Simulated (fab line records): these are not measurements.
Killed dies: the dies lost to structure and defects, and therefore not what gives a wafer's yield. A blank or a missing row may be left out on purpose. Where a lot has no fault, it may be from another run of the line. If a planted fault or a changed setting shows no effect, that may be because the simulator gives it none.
fab line records	flow n5-finfet
record: lots: 7	wafers: 21
route steps=1938 shown BEOL_M3@936 BEOL_M4@1021
start-h: start of the lot's first displayed wafer, in hours after the record's first day	wait-h: how many hours have passed since the lot's step before this one	" unchanged from the row above	L1.1+2: several wafers, shown together as one row	- no value present, or no start provided	* or withheld: withheld	< > ~ a bound
route shown NAME@n: NAME is a module with steps in the file, n the number in the route of the first one	usual: mean/standard deviation taken from wafers without a fault	same: alike in all rows	chamber/n: place in a boat	sites: per-site readings	_std_site: standard deviation across them	_edge_site: inner sites' mean taken away from outer sites' mean	radius-mm: for every site, how far away it sits from the centre of the wafer	mask NAME#n: copy n	behind: tool/chamber where the wafer was last shaped	hold: the reason the lot was held/the length of the hold in hours/how it ended	device: the n, p or np transistor that did not switch	end of line: the tests these same wafers got at the end of their route	for a step that has no rows: nothing shown but its recipe	killed: count of dies lost to structure and defects at first sort (not the wafer's yield)	map: a wafer's dies, marking killed ones x, the rest . and places with no die _
set.NAME: the setting as run; set.NAME@STEP: as run at that earlier step	model.NAME: the simulator's own value behind a step, which no gauge read
lots where settings were altered on purpose, with a table for each step and a row for each wafer
== steps ==
step: N5_BEOL_M3_COAT_62
recipe: resist: SiARC	temp-c: 220	time-s: 60	spin-rpm: 1500	resist-thk-nm: 12
lot.wafer	tool	chamber	start-h	wait-h	set.spin-rpm	model.SiARC_of_BEOL_M3_COAT_62.thk-nm
L075.1+4	litho-track-02	0	-	-	1621	11.6
L075.3	"	0	"	"	1500	12
L081.1	litho-track-02	0	-	-	1500	12
L081.2+6	"	0	"	"	1555	11.8
L086.3+6	litho-track-05	0	-	-	1356	12.6
L086.5	"	0	"	"	1500	12
L090.1+6	litho-track-02	0	-	-	1381	12.6
L090.3	"	0	"	"	1500	12
L094.1+3	litho-track-02	0	-	-	1351	12.6
L094.5	"	0	"	"	1500	12
L095.1+2+4	litho-track-01	0	-	-	1500	12
L097.3+4+6	litho-track-01	0	-	-	1500	12
step: N5_BEOL_M3_COAT_73
recipe: resist: underlayer	temp-c: 205	time-s: 60	spin-rpm: 1500	resist-thk-nm: 5
step: N5_BEOL_M3_COAT_05
recipe: resist: CAR-EUV	spin-rpm: 1500	resist-thk-nm: 30
step: N5_BEOL_M3_DESCUM_16
recipe: chemistry: O2	time-s: 7	source-power-w: 50	bias-power-w: 20	pressure-mtorr: 20	rf-frequency-hz: 2.712e+07	temp-c: 40	resist: CAR-EUV	o2-flow-sccm: 225
step: N5_BEOL_M3_ETCH_74
recipe: chemistry: N2/H2	target: underlayer	target-depth-a: 65	mask-material: CAR-EUV	time-s: 5.2	ion-energy-ev: 200	pressure-mtorr: 30	source-w: 840	bias-w: 150	n2-flow-sccm: 200	h2-flow-sccm: 200	ends: cleared
step: N5_BEOL_M3_ETCH_63
recipe: chemistry: CF4	target: SiARC	target-depth-a: 156	mask-material: CAR-EUV	time-s: 26	ion-energy-ev: 80	pressure-mtorr: 40	source-w: 545	bias-w: 36	Ar_flow_sccm: 100	cf4-flow-sccm: 100	ends: cleared
lot.wafer	tool	chamber	start-h	wait-h	set.spin-rpm@BEOL_M3_COAT_62	model.etch.depth-nm	model.CAR-EUV_of_BEOL_M3_COAT_05.thk-nm
L075.1	rie-diel-02	3	158.07	0.0	1621	11.56	11.4
L075.3	"	2	"	"	1500	11.99	11
L075.4	"	1	"	"	1621	11.54	11.4
L081.1	rie-diel-04	0	192.13	0.0	1500	12.03	11
L081.2	"	2	"	"	1555	11.81	11.2
L081.6	"	2	"	"	1555	11.82	11.2
L086.3	rie-diel-02	1	229.22	0.0	1356	12.61	10.8
L086.5	"	1	"	"	1500	11.95	11.2
L086.6	"	0	"	"	1356	12.59	10.8
L090.1	rie-diel-04	1	255.63	0.0	1381	12.52	10.8
L090.3	"	3	"	"	1500	12.02	11.2
L090.6	"	3	"	"	1381	12.56	10.6
L094.1	rie-diel-05	3	275.68	0.0	1351	12.62	10.6
L094.3	"	2	"	"	1351	12.61	10.6
L094.5	"	0	"	"	1500	11.99	11
L095.1	rie-diel-02	3	279.53	0.0	1500	12.05	11
L095.2	"	2	"	"	1500	12.04	11
L095.4	"	1	"	"	1500	12.02	11.2
L097.3	rie-diel-02	2	292.95	0.0	1500	12.01	11.2
L097.4	"	0	"	"	1500	11.98	11.2
L097.6	"	1	"	"	1500	11.99	11.2
step: N5_BEOL_M3_ETCH_64
recipe: chemistry: N2/H2	target: SOC	target-depth-a: 750	overetch-a: 150	mask-material: SiARC	temp-c: 40	time-s: 112.5	ion-energy-ev: 200	pressure-mtorr: 30	source-w: 840	bias-w: 150	n2-flow-sccm: 200	h2-flow-sccm: 200
lot.wafer	tool	chamber	start-h	wait-h	set.spin-rpm@BEOL_M3_COAT_62	model.SiARC_of_BEOL_M3_COAT_62.thk-nm
L075.1	rie-diel-02	3	158.10	0.0	1621	6.4
L075.3	"	2	"	"	1500	6.8
L075.4	"	1	"	"	1621	6.6
L081.1	rie-diel-04	0	192.16	0.0	1500	6.8
L081.2+6	"	2	"	"	1555	6.4
L086.3+6	rie-diel-02	1,0	229.25	0.0	1356	7.6
L086.5	"	1	"	"	1500	7
L090.1	rie-diel-04	1	255.66	0.0	1381	7.2
L090.3	"	3	"	"	1500	6.8
L090.6	"	3	"	"	1381	7.4
L094.1	rie-diel-05	3	275.70	0.0	1351	7.4
L094.3	"	2	"	"	1351	7.6
L094.5	"	0	"	"	1500	6.8
L095.1+2+4	rie-diel-02	3,2,1	279.56	0.0	1500	7
L097.3+6	rie-diel-02	2,1	292.98	0.0	1500	7
L097.4	"	0	"	"	1500	6.8
step: N5_BEOL_M3_ETCH_41
recipe: chemistry: CH3F/O2	target: SiCN	target-depth-a: 299	taper-deg: 2	time-s: 52.5	ion-energy-ev: 120	mask-material: TiN	pressure-mtorr: 30	source-w: 395	bias-w: 75	Ar_flow_sccm: 150	CH3F_flow_sccm: 30	O2_flow_sccm: 20
lot.wafer	tool	chamber	start-h	wait-h	set.target-depth-a	model.etch.depth-nm
L075.1	rie-diel-04	0	-	-	299	20.14
L075.3	"	3	"	"	314.6	21.18
L075.4	"	1	"	"	314.6	21.56
L081.1	rie-diel-04	0	-	-	299	19.92
L081.2	"	2	"	"	275.2	18.58
L081.6	"	0	"	"	275.2	18.23
L086.3	rie-diel-02	1	-	-	280	18.69
L086.5	"	1	"	"	280	18.59
L086.6	"	0	"	"	280	19.04
L090.1	rie-diel-05	2	-	-	287.2	18.9
L090.3	"	1	"	"	299	20.01
L090.6	"	0	"	"	287.2	18.59
L094.1	rie-diel-02	0	-	-	328.2	22.03
L094.3	"	3	"	"	299	19.69
L094.5	"	1	"	"	328.2	21.62
L095.1	rie-diel-04	2	-	-	299	19.96
L095.2	"	0	"	"	299	19.73
L095.4	"	1	"	"	299	19.99
L097.3	rie-diel-04	3	-	-	272.2	18.16
L097.4	"	1	"	"	299	20.16
L097.6	"	1	"	"	272.2	18.41
step: N5_BEOL_M3_STRIP_97
recipe: chemistry: N2/H2	time-s: 10	power-w: 450	temp-c: 40	pressure-mtorr: 20	rf-frequency-hz: 6e+07	bias-power-w: 7	n2-flow-sccm: 200	h2-flow-sccm: 200
step: N5_BEOL_M3_HM_STRIP_39
recipe: chemistry: peroxide-tin-strip	material: TiN	target-depth-a: 250	temp-c: 50	time-s: 158
lot.wafer	tool	chamber	start-h	wait-h	set.time-s@BEOL_M3_PECVD_72	model.SiO2_of_BEOL_M3_PECVD_72.thk-nm
L075.1+3	wet-bench-06	5,6	160.89	0.0	18	15.6
L075.4	"	2	"	"	18	16.2
L081.1	wet-bench-06	6	198.52	0.0	18	16
L081.2	"	7	"	"	18	15.8
L081.6	"	4	"	"	18.73	16.8
L086.3	wet-bench-06	4	236.19	0.0	18	15.4
L086.5	"	7	"	"	18	16.2
L086.6	"	3	"	"	19.49	17.4
L090.1+3	wet-bench-04	4,0	258.73	0.0	18	15.8
L090.6	"	1	"	"	20.01	18
L094.1+3	wet-bench-03	2,1	284.96	0.0	18	15.6
L094.5	"	3	"	"	18	15.8
L095.1+2	wet-bench-04	0,1	285.20	0.0	18	15.8
L095.4	"	2	"	"	18	16.2
L097.3	wet-bench-03	1	302.60	0.0	18	15.8
L097.4	"	3	"	"	19.32	17.2
L097.6	"	4	"	"	18	16
step: N5_BEOL_M4_ILD_DEP_00
recipe: material: SiOC	target-thk-a: 790	temp-c: 350	precursor: DEMS/O2	pressure-torr: 5	rf-w: 500	time-s: 15.3
lot.wafer	tool	chamber	start-h	wait-h	set.time-s	model.SiOC_of_BEOL_M4_ILD_DEP_00.thk-nm
L075.1	pecvd-02	1	174.32	0.0	15.3	78
L075.3	"	2	"	"	16.47	82.2
L075.4	"	2	"	"	15.3	77.2
L081.1	pecvd-01	0	202.45	0.0	15.3	78
L081.2	"	2	"	"	15.3	77
L081.6	"	2	"	"	15.3	78.4
L086.3	pecvd-01	1	241.45	0.0	15.3	78.4
L086.5+6	"	1,0	"	"	16.17	85.2
L090.1	pecvd-03	0	262.51	0.0	15.3	76.6
L090.3	"	2	"	"	15.3	77.2
L090.6	"	0	"	"	15.3	77
L094.1	pecvd-01	1	289.06	0.0	17.31	88.6
L094.3	"	2	"	"	15.3	78.4
L094.5	"	2	"	"	17.31	90.6
L095.1	pecvd-01	1	298.31	0.0	15.3	80
L095.2	"	2	"	"	15.3	78.6
L095.4	"	0	"	"	15.3	80.6
L097.3	pecvd-03	1	308.36	0.0	16.88	85.6
L097.4	"	2	"	"	16.88	87
L097.6	"	0	"	"	16.88	86
step: N5_BEOL_M4_THK_MEAS_01
recipe: reads: SiOC_of_BEOL_M4_ILD_DEP_00
usual: M4_ILD_THK: 78.9/1.1
lot.wafer	tool	chamber	start-h	wait-h	set.time-s@BEOL_M4_ILD_DEP_00	M4_ILD_THK[nm]
L075.1	film-metro-01	-	174.39	0.0	15.3	78.0
L075.3	"	-	"	"	16.47	82.2
L075.4	"	-	"	"	15.3	77.3
L081.1	film-metro-01	-	202.51	0.0	15.3	77.9
L081.2	"	-	"	"	15.3	77.1
L081.6	"	-	"	"	15.3	78.3
L086.3	film-metro-01	-	241.52	0.1	15.3	78.3
L086.5	"	-	"	"	16.17	85.2
L086.6	"	-	"	"	16.17	85.1
L090.1	film-metro-02	-	262.59	0.1	15.3	76.7
L090.3	"	-	"	"	15.3	77.3
L090.6	"	-	"	"	15.3	77.0
L094.1	film-metro-01	-	289.12	0.0	17.31	88.7
L094.3	"	-	"	"	15.3	78.3
L094.5	"	-	"	"	17.31	90.5
L095.1	film-metro-01	-	298.37	0.0	15.3	80.0
L095.2	"	-	"	"	15.3	78.5
L095.4	"	-	"	"	15.3	80.6
L097.3	film-metro-01	-	308.42	0.1	16.88	85.7
L097.4	"	-	"	"	16.88	87.1
L097.6	"	-	"	"	16.88	86.0
step: N5_BEOL_M4_EXPOSE_08
recipe: mask-id: M4	na: 0.33	source-shape: dipole	sigma-inner: 0.369	sigma-outer: 0.767	polarization: unpolarized	dose-mj: 41.25
lot.wafer	tool	chamber	start-h	wait-h	mask	set.dose-mj
L075.1	euv-scanner-01	0	174.87	-	M4#0	44.31
L075.3+4	"	0	"	"	M4#0	41.25
L081.1+6	euv-scanner-01	0	203.71	-	M4#0	41.25
L081.2	"	0	"	"	M4#0	40.2
L086.3+5	euv-scanner-01	0	244.90	-	M4#0	41.25
L086.6	"	0	"	"	M4#0	44.11
L090.1+6	euv-scanner-01	0	264.04	-	M4#0	44.19
L090.3	"	0	"	"	M4#0	41.25
L094.1	euv-scanner-02	0	292.74	-	M4#0	39.91
L094.3+5	"	0	"	"	M4#0	41.25
L095.1+2+4	euv-scanner-01	0	302.75	-	M4#0	41.25
L097.3+4+6	euv-scanner-01	0	308.81	-	M4#0	41.25
step: N5_BEOL_M4_PEB_09
recipe: peb-temp-c: 100	peb-time-s: 60	resist: CAR-EUV
step: N5_BEOL_M4_DEVELOP_10
recipe: develop-time-s: 30	developer: TMAH	resist: CAR-EUV	rinse-liquid: surfactant-rinse	dry: air-spin	dev-temp-c: 23
step: N5_BEOL_M4_CD_MEAS_11
recipe: target-cd-nm: 16.79	landing-energy-ev: 500	detector: se-inlens	polarity: opening
usual: cd-nm: 16.78/0.26
lot.wafer	tool	chamber	start-h	wait-h	set.dose-mj@BEOL_M4_EXPOSE_08	cd-nm
L075.1	cd-sem-01	0	175.00	-	44.31	18.50
L075.3	"	0	"	"	41.25	16.39
L075.4	"	0	"	"	41.25	16.57
L081.1	cd-sem-03	0	203.84	-	41.25	16.76
L081.2	"	0	"	"	40.2	16.04
L081.6	"	0	"	"	41.25	16.65
L086.3	cd-sem-01	0	245.02	-	41.25	16.72
L086.5	"	0	"	"	41.25	16.54
L086.6	"	0	"	"	44.11	17.94
L090.1	cd-sem-02	0	264.17	-	44.19	18.28
L090.3	"	0	"	"	41.25	16.96
L090.6	"	0	"	"	44.19	18.18
L094.1	cd-sem-01	0	292.87	-	39.91	16.08
L094.3	"	0	"	"	41.25	16.90
L094.5	"	0	"	"	41.25	16.82
L095.1	cd-sem-02	0	302.88	-	41.25	16.48
L095.2	"	0	"	"	41.25	17.02
L095.4	"	0	"	"	41.25	16.81
L097.3	cd-sem-01	0	308.93	-	41.25	16.47
L097.4	"	0	"	"	41.25	16.68
L097.6	"	0	"	"	41.25	16.43
step: N5_BEOL_M4_DESCUM_16
recipe: chemistry: O2	time-s: 7	source-power-w: 50	bias-power-w: 20	pressure-mtorr: 20	rf-frequency-hz: 2.712e+07	temp-c: 40	resist: CAR-EUV	o2-flow-sccm: 225
step: N5_BEOL_M4_ETCH_74
recipe: chemistry: N2/H2	target: underlayer	target-depth-a: 65	mask-material: CAR-EUV	time-s: 5.2	ion-energy-ev: 200	pressure-mtorr: 30	source-w: 840	bias-w: 150	n2-flow-sccm: 200	h2-flow-sccm: 200	ends: cleared
lot.wafer	tool	chamber	start-h	wait-h	set.dose-mj@BEOL_M4_EXPOSE_08	model.BEOL_M4.cd-offset-nm
L075.1	rie-diel-03	1	175.16	0.0	44.31	1.4
L075.3	"	0	"	"	41.25	-0.4
L075.4	"	2	"	"	41.25	0
L081.1+6	rie-diel-03	0,3	203.99	0.0	41.25	-0.2
L081.2	"	1	"	"	40.2	-0.4
L086.3+5	rie-diel-03	3,0	245.42	0.0	41.25	-0.2
L086.6	"	3	"	"	44.11	1
L090.1+6	rie-diel-01	3	264.33	0.0	44.19	1.4
L090.3	"	2	"	"	41.25	0.2
L094.1	rie-diel-06	1	293.28	0.0	39.91	-0.8
L094.3	"	3	"	"	41.25	0.2
L094.5	"	1	"	"	41.25	-0.2
L095.1	rie-diel-06	2	303.04	0.0	41.25	-0.2
L095.2	"	0	"	"	41.25	0
L095.4	"	3	"	"	41.25	0.2
L097.3	rie-diel-06	1	309.09	0.0	41.25	-0.4
L097.4+6	"	3,1	"	"	41.25	-0.2
step: N5_BEOL_M4_ETCH_63
recipe: chemistry: CF4	target: SiARC	target-depth-a: 156	mask-material: CAR-EUV	time-s: 26	ion-energy-ev: 80	pressure-mtorr: 40	source-w: 545	bias-w: 36	Ar_flow_sccm: 100	cf4-flow-sccm: 100	ends: cleared
lot.wafer	tool	chamber	start-h	wait-h	set.dose-mj@BEOL_M4_EXPOSE_08	model.BEOL_M4.cd-offset-nm
L075.1	rie-diel-03	1	175.18	0.0	44.31	1.4
L075.3	"	0	"	"	41.25	-0.2
L075.4	"	2	"	"	41.25	0
L081.1	rie-diel-03	0	204.01	0.0	41.25	0
L081.2	"	1	"	"	40.2	-0.6
L081.6	"	3	"	"	41.25	-0.2
L086.3+5	rie-diel-03	3,0	245.44	0.0	41.25	0
L086.6	"	3	"	"	44.11	1.2
L090.1+6	rie-diel-01	3	264.35	0.0	44.19	1.4
L090.3	"	2	"	"	41.25	0
L094.1	rie-diel-06	1	293.29	0.0	39.91	-0.8
L094.3+5	"	3,1	"	"	41.25	0
L095.1	rie-diel-06	2	303.06	0.0	41.25	-0.2
L095.2+4	"	0,3	"	"	41.25	0
L097.3	rie-diel-06	1	309.11	0.0	41.25	-0.4
L097.4+6	"	3,1	"	"	41.25	-0.2
step: N5_BEOL_M4_ETCH_64
recipe: chemistry: N2/H2	target: SOC	target-depth-a: 750	overetch-a: 225	mask-material: SiARC	temp-c: 40	time-s: 121.9	ion-energy-ev: 200	pressure-mtorr: 30	source-w: 840	bias-w: 150	n2-flow-sccm: 200	h2-flow-sccm: 200
lot.wafer	tool	chamber	start-h	wait-h	set.dose-mj@BEOL_M4_EXPOSE_08	model.BEOL_M4.cd-offset-nm
L075.1	rie-diel-03	1	175.21	0.0	44.31	1.2
L075.3	"	0	"	"	41.25	-0.6
L075.4	"	2	"	"	41.25	0
L081.1+6	rie-diel-03	0,3	204.04	0.0	41.25	-0.2
L081.2	"	1	"	"	40.2	-0.6
L086.3+5	rie-diel-03	3,0	245.46	0.0	41.25	0
L086.6	"	3	"	"	44.11	1
L090.1+6	rie-diel-01	3	264.37	0.0	44.19	1.4
L090.3	"	2	"	"	41.25	0
L094.1	rie-diel-06	1	293.32	0.0	39.91	-1.2
L094.3+5	"	3,1	"	"	41.25	-0.4
L095.1	rie-diel-06	2	303.08	0.0	41.25	0.2
L095.2	"	0	"	"	41.25	-0.2
L095.4	"	3	"	"	41.25	0
L097.3+6	rie-diel-06	1	309.14	0.0	41.25	-0.6
L097.4	"	3	"	"	41.25	-0.2
step: N5_BEOL_M4_STRIP_65
recipe: chemistry: N2/H2	temp-c: 40	n2-flow-sccm: 200	h2-flow-sccm: 200	rf-frequency-hz: 6e+07
step: N5_BEOL_M4_STRIP_75
recipe: chemistry: N2/H2	temp-c: 40	n2-flow-sccm: 200	h2-flow-sccm: 200	rf-frequency-hz: 6e+07
step: N5_BEOL_M4_HM_OPEN_17
recipe: chemistry: Cl2/BCl3	target-depth-a: 200	overetch-a: 60	target: TiN	mask-material: SOC	ion-energy-ev: 150	pressure-mtorr: 10	icp-w: 1000	bias-w: 126	Cl2_flow_sccm: 53.25	bcl3-flow-sccm: 21.75	Ar_flow_sccm: 25
step: N5_BEOL_M4_STRIP_19
recipe: chemistry: O2	power-w: 400	temp-c: 40	pressure-mtorr: 30	rf-frequency-hz: 6e+07	bias-power-w: 0	overash-fraction: 0.2	o2-flow-sccm: 225
step: N5_BEOL_M4_CD_MEAS_18
recipe: pitch-nm: 36	target-cd-nm: 18
usual: cd-nm: 18.0/0.33
lot.wafer	tool	chamber	start-h	wait-h	set.dose-mj@BEOL_M4_EXPOSE_08	cd-nm
L075.1	cd-sem-03	-	175.56	0.0	44.31	19.2
L075.3	"	-	"	"	41.25	17.2
L075.4	"	-	"	"	41.25	17.8
L081.1	cd-sem-03	-	204.39	0.0	41.25	17.7
L081.2	"	-	"	"	40.2	17.4
L081.6	"	-	"	"	41.25	17.6
L086.3	cd-sem-01	-	246.36	0.1	41.25	18.1
L086.5	"	-	"	"	41.25	18.4
L086.6	"	-	"	"	44.11	19.1
L090.1	cd-sem-01	-	264.73	0.0	44.19	19.6
L090.3	"	-	"	"	41.25	18.2
L090.6	"	-	"	"	44.19	19.6
L094.1	cd-sem-03	-	293.68	0.0	39.91	16.8
L094.3	"	-	"	"	41.25	17.8
L094.5	"	-	"	"	41.25	18.0
L095.1	cd-sem-03	-	303.45	0.0	41.25	18.4
L095.2	"	-	"	"	41.25	18.2
L095.4	"	-	"	"	41.25	18.1
L097.3	cd-sem-03	-	309.50	0.1	41.25	17.5
L097.4	"	-	"	"	41.25	18.5
L097.6	"	-	"	"	41.25	17.5
step: N5_BEOL_M4_ETCH_70
recipe: chemistry: N2/H2	target: SOC	target-depth-a: 800	overetch-a: 240	mask-material: SiARC	temp-c: 40	time-s: 130	ion-energy-ev: 200	pressure-mtorr: 30	source-w: 840	bias-w: 150	n2-flow-sccm: 200	h2-flow-sccm: 200
usual: rf-vpp-V: 525.7/2.5
lot.wafer	tool	chamber	start-h	wait-h	set.bias-w	rf-vpp-V
L075.1	rie-diel-01	2	176.36	0.0	150	527.2
L075.3	"	0	"	"	150	526.8
L075.4	"	2	"	"	150	527.1
L081.1	rie-diel-03	3	212.15	0.0	150	521.6
L081.2	"	0	"	"	150	525.5
L081.6	"	0	"	"	135.9	492.8
L086.3	rie-diel-03	1	248.55	0.0	150	528.4
L086.5	"	3	"	"	150	521.1
L086.6	"	0	"	"	169.8	569.2
L090.1	rie-diel-03	3	273.11	0.0	150	521.1
L090.3	"	1	"	"	159.4	546.2
L090.6	"	1	"	"	150	526.1
L094.1	rie-diel-06	3	297.00	0.0	141.4	509.2
L094.3	"	2	"	"	141.4	502.0
L094.5	"	1	"	"	141.4	506.5
L095.1	rie-diel-03	2	307.36	0.0	150	524.8
L095.2	"	3	"	"	150	520.5
L095.4	"	1	"	"	150	524.2
L097.3	rie-diel-06	2	314.76	0.0	150	521.6
L097.4	"	2	"	"	150	524.0
L097.6	"	0	"	"	150	525.8
step: N5_BEOL_M4_TRENCH_ETCH_37
recipe: chemistry: C4F6/O2	target-depth-a: 555.55	target: SiOC	time-s: 29.2	ion-energy-ev: 250	pressure-mtorr: 30	source-w: 355	bias-w: 185	Ar_flow_sccm: 300	C4F6_flow_sccm: 10	O2_flow_sccm: 10
lot.wafer	tool	chamber	start-h	wait-h	set.source-w
L075.1	rie-diel-01	2	-	-	417.5
L075.3+4	"	0,2	"	"	355
L081.1+2+6	rie-diel-03	3,0,0	-	-	355
L086.3+5+6	rie-diel-03	1,3,0	-	-	355
L090.1+3	rie-diel-03	3,1	-	-	355
L090.6	"	1	"	"	382.3
L094.1+3	rie-diel-06	3,2	-	-	355
L094.5	"	1	"	"	334.8
L095.1+2+4	rie-diel-03	2,3,1	-	-	355
L097.3	rie-diel-06	2	-	-	355
L097.4+6	"	2,0	"	"	393.7
step: N5_BEOL_M4_ETCH_41
recipe: chemistry: CH3F/O2	target: SiCN	target-depth-a: 299	taper-deg: 2	time-s: 52.5	ion-energy-ev: 120	mask-material: TiN	pressure-mtorr: 30	source-w: 395	bias-w: 75	Ar_flow_sccm: 150	CH3F_flow_sccm: 30	O2_flow_sccm: 20
step: N5_BEOL_M4_STRIP_97
recipe: chemistry: N2/H2	time-s: 10	power-w: 450	temp-c: 40	pressure-mtorr: 20	rf-frequency-hz: 6e+07	bias-power-w: 7	n2-flow-sccm: 200	h2-flow-sccm: 200
step: N5_BEOL_M4_PRECLEAN_42
recipe: chemistry: residue-remover	time-s: 60	temp-c: 40
step: N5_BEOL_M4_SRD_43
recipe: time-s: 30	temp-c: 23	rinse-liquid: diw	dry: ipa-marangoni
step: N5_BEOL_M4_CD_MEAS_35
recipe: target-cd-nm: 18	target-cd-y-nm: 22.4	polarity: opening
usual: cd-nm: 18.0/0.35
lot.wafer	tool	chamber	start-h	wait-h	set.dose-mj@BEOL_M4_EXPOSE_08	cd-nm
L075.1	cd-sem-02	-	177.04	0.0	44.31	19.4
L075.3	"	-	"	"	41.25	16.9
L075.4	"	-	"	"	41.25	17.6
L081.1	cd-sem-02	-	212.67	0.0	41.25	18.0
L081.2	"	-	"	"	40.2	17.3
L081.6	"	-	"	"	41.25	17.8
L086.3	cd-sem-03	-	249.07	0.0	41.25	18.1
L086.5	"	-	"	"	41.25	18.3
L086.6	"	-	"	"	44.11	19.0
L090.1	cd-sem-02	-	273.62	0.0	44.19	19.7
L090.3	"	-	"	"	41.25	18.3
L090.6	"	-	"	"	44.19	19.8
L094.1	cd-sem-03	-	297.51	0.0	39.91	17.0
L094.3	"	-	"	"	41.25	17.8
L094.5	"	-	"	"	41.25	17.8
L095.1	cd-sem-03	-	307.87	0.0	41.25	17.8
L095.2	"	-	"	"	41.25	18.0
L095.4	"	-	"	"	41.25	17.8
L097.3	cd-sem-02	-	315.28	0.0	41.25	17.1
L097.4	"	-	"	"	41.25	18.1
L097.6	"	-	"	"	41.25	17.5
== key ==
split: step: N5_BEOL_M3_COAT_62	setting: spin-rpm	stated: 1500	by: wafer
response: step: N5_BEOL_M3_COAT_62	reading: model.SiARC_of_BEOL_M3_COAT_62.thk-nm	change: -0.0615	per: 1%	r: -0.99
response: step: N5_BEOL_M3_ETCH_63	reading: model.etch.depth-nm	change: -0.0629	per: 1%	r: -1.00
response: step: N5_BEOL_M3_ETCH_63	reading: model.CAR-EUV_of_BEOL_M3_COAT_05.thk-nm	change: +0.0474	per: 1%	r: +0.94
response: step: N5_BEOL_M3_ETCH_64	reading: model.SiARC_of_BEOL_M3_COAT_62.thk-nm	change: -0.0619	per: 1%	r: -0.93
split: step: N5_BEOL_M3_ETCH_41	setting: target-depth-a	stated: 299	by: wafer
response: step: N5_BEOL_M3_ETCH_41	reading: model.etch.depth-nm	change: +0.217	per: 1%	r: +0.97
split: step: N5_BEOL_M4_ILD_DEP_00	setting: time-s	stated: 15.3	by: wafer
response: step: N5_BEOL_M4_ILD_DEP_00	reading: model.SiOC_of_BEOL_M4_ILD_DEP_00.thk-nm	change: +0.839	per: 1%	r: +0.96
response: step: N5_BEOL_M4_THK_MEAS_01	reading: M4_ILD_THK	change: +0.844	per: 1%	r: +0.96
split: step: N5_BEOL_M4_EXPOSE_08	setting: dose-mj	stated: 41.25	by: wafer
response: step: N5_BEOL_M4_CD_MEAS_11	reading: cd-nm	change: +0.219	per: 1%	r: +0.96
response: step: N5_BEOL_M4_ETCH_74	reading: model.BEOL_M4.cd-offset-nm	change: +0.186	per: 1%	r: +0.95
response: step: N5_BEOL_M4_ETCH_63	reading: model.BEOL_M4.cd-offset-nm	change: +0.195	per: 1%	r: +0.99
response: step: N5_BEOL_M4_ETCH_64	reading: model.BEOL_M4.cd-offset-nm	change: +0.185	per: 1%	r: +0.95
response: step: N5_BEOL_M4_CD_MEAS_18	reading: cd-nm	change: +0.19	per: 1%	r: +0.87
response: step: N5_BEOL_M4_CD_MEAS_35	reading: cd-nm	change: +0.215	per: 1%	r: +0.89
split: step: N5_BEOL_M4_ETCH_70	setting: bias-w	stated: 150	by: wafer
response: step: N5_BEOL_M4_ETCH_70	reading: rf-vpp-V	change: +3.37	per: 1%	r: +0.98
split: step: N5_BEOL_M4_TRENCH_ETCH_37	setting: source-w	stated: 355	by: wafer
response none clear
split outside-this-file step=N5_BEOL_M3_PECVD_72 setting=time-s
split outside-this-file: this setting was split too, and the file shows its column; the key of that split is in another file
